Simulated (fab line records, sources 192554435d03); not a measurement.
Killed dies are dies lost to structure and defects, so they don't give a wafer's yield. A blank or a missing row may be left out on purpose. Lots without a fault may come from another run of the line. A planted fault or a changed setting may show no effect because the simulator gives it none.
Problem report in the 8D (eight disciplines) form, filled by code | flow n5_finfet | the parts of the form that need people (team, actions taken, sign-off) are left out

1. THE PROBLEM
oes_product_au at N5_BEOL_M3_ETCH_41 reads a mean of 1.41 a.u. on 3 wafers of 2 lots; wafers without a fault read 0.82 a.u. with a standard deviation of 0.099. That is +5.9 standard deviations from the usual mean.
The step: etches SiCN in CH3F/O2, target depth 29.9 nm, time 52.5 s.
First seen on wafer L563.1, day 9 23:12, on rie_diel-06. The record holds 18 wafers of 6 lots with a number at this step. Rule for "out", or "out of limits": more than 4 standard deviations from the usual mean. The other wafers with a number count as sound.

2. WHAT IT IS AND WHAT IT IS NOT
question                    | is                     | is not
which readings at this step | oes_product_au         | drypump_motor_current_A, rf_vpp_V, showerhead_plenum_p_Torr, throttle_valve_pct
which lots                  | L563, L564             | L559, L561, L573, L575
which wafers of those lots  | L563.1, L563.5, L564.4 | L563.4, L564.2, L564.5
read on which tools         | rie_diel-06            | rie_diel-02, rie_diel-04
when                        | from day 9 23:12       | up to then (7 sound wafers); but 8 sound wafers of L564, L573, L575 came after

3. SUSPECTS, AND WHAT RULES EACH OUT
Counting: a tool at a process step up to the reading stays a suspect if it ran every lot that is out. Sound lots after the first of them don't rule it out here, since some wafers of a struck lot are sound.
- rie_diel-06 at N5_BEOL_M3_ETCH_77 (etches underlayer in N2/H2, target depth 6.5 nm, time 5.2 s): kept. It ran every lot that is out, first L563 (day 9 20:29).
- rie_diel-06 at N5_BEOL_M3_ETCH_69 (etches SiARC in CF4, target depth 15.6 nm, time 26 s): kept. It ran every lot that is out, first L563 (day 9 20:30).
- rie_diel-06 at N5_BEOL_M3_VIA_ETCH_34 (etches the open film in C4F6/O2, target depth 69.4 nm, time 65.9 s): kept. It ran every lot that is out, first L563 (day 9 23:04); its last sound lot up to then is L561 (day 9 20:14).
- rie_diel-06 at N5_BEOL_M3_TRENCH_ETCH_37 (etches SiOC in C4F6/O2, target depth 55.555 nm, time 29.2 s): kept. It ran every lot that is out, first L563 (day 9 23:12); its last sound lot up to then is L561 (day 9 20:22). N5_BEOL_M3_TRENCH_ETCH_37 gives no start for some lots, so the hours and the order of its lots are those of N5_BEOL_M3_ETCH_41.
- rie_diel-06 at N5_BEOL_M3_ETCH_41 (etches SiCN in CH3F/O2, target depth 29.9 nm, time 52.5 s): kept. It ran every lot that is out, first L563 (day 9 23:12); its last sound lot up to then is L561 (day 9 20:22). Its own readings are out on those wafers: oes_product_au.
- Within rie_diel-06 at N5_BEOL_M3_ETCH_77: the wafers that are out ran in chamber 2; their sound lot-mates ran in chambers 0, 1.
- Within rie_diel-06 at N5_BEOL_M3_ETCH_69: the wafers that are out ran in chamber 2; their sound lot-mates ran in chambers 0, 1.
- Within rie_diel-06 at N5_BEOL_M3_VIA_ETCH_34: the wafers that are out ran in chamber 1; their sound lot-mates ran in chambers 2, 3.
- Within rie_diel-06 at N5_BEOL_M3_TRENCH_ETCH_37: the wafers that are out ran in chamber 1; their sound lot-mates ran in chambers 2, 3.
- Within rie_diel-06 at N5_BEOL_M3_ETCH_41: the wafers that are out ran in chamber 1; their sound lot-mates ran in chambers 2, 3.
Left after counting: rie_diel-06 at N5_BEOL_M3_ETCH_77, rie_diel-06 at N5_BEOL_M3_ETCH_69, rie_diel-06 at N5_BEOL_M3_VIA_ETCH_34, rie_diel-06 at N5_BEOL_M3_TRENCH_ETCH_37, rie_diel-06 at N5_BEOL_M3_ETCH_41.

4. THE CAUSE (what the simulator had put in)
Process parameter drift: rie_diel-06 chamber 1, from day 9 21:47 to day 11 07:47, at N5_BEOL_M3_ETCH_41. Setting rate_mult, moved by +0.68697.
Counting left 5 suspects, and this tool is among them.

5. THE CHAIN OF EFFECTS, in route order
Each row: a reading whose mean over the struck wafers that have a number lies more than 3 standard deviations from the usual. Only readings for which the record gives a usual standard deviation are gone through. hours: the time from each lot's start at the first step in this table that gives one to its start at this step, as a median over the lots. sigmas: the change in usual standard deviations.
hours | step                    | reading         | usual     | on struck wafers | change | sigmas
0     | N5_BEOL_M3_ETCH_41      | oes_product_au  | 0.82 a.u. | 1.41             | +0.59  | +5.9
127   | N5_PASSIVATION_PROBE_49 | killed_at_other | 3.3       | 11.0             | +7.7   | +3.1
The process steps in it:
- N5_BEOL_M3_ETCH_41: etches SiCN in CH3F/O2, target depth 29.9 nm, time 52.5 s.
- N5_PASSIVATION_PROBE_49
Later measuring or inspecting steps at which every struck wafer that the step has a row for has a number for every such reading, and none has moved that far: N5_BEOL_M4_RC_MEAS_101.

6. WHAT WOULD HAVE CAUGHT IT SOONER
In this record the first reading out of limits was taken at day 9 23:12, 1 hour after the fault began at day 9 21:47.
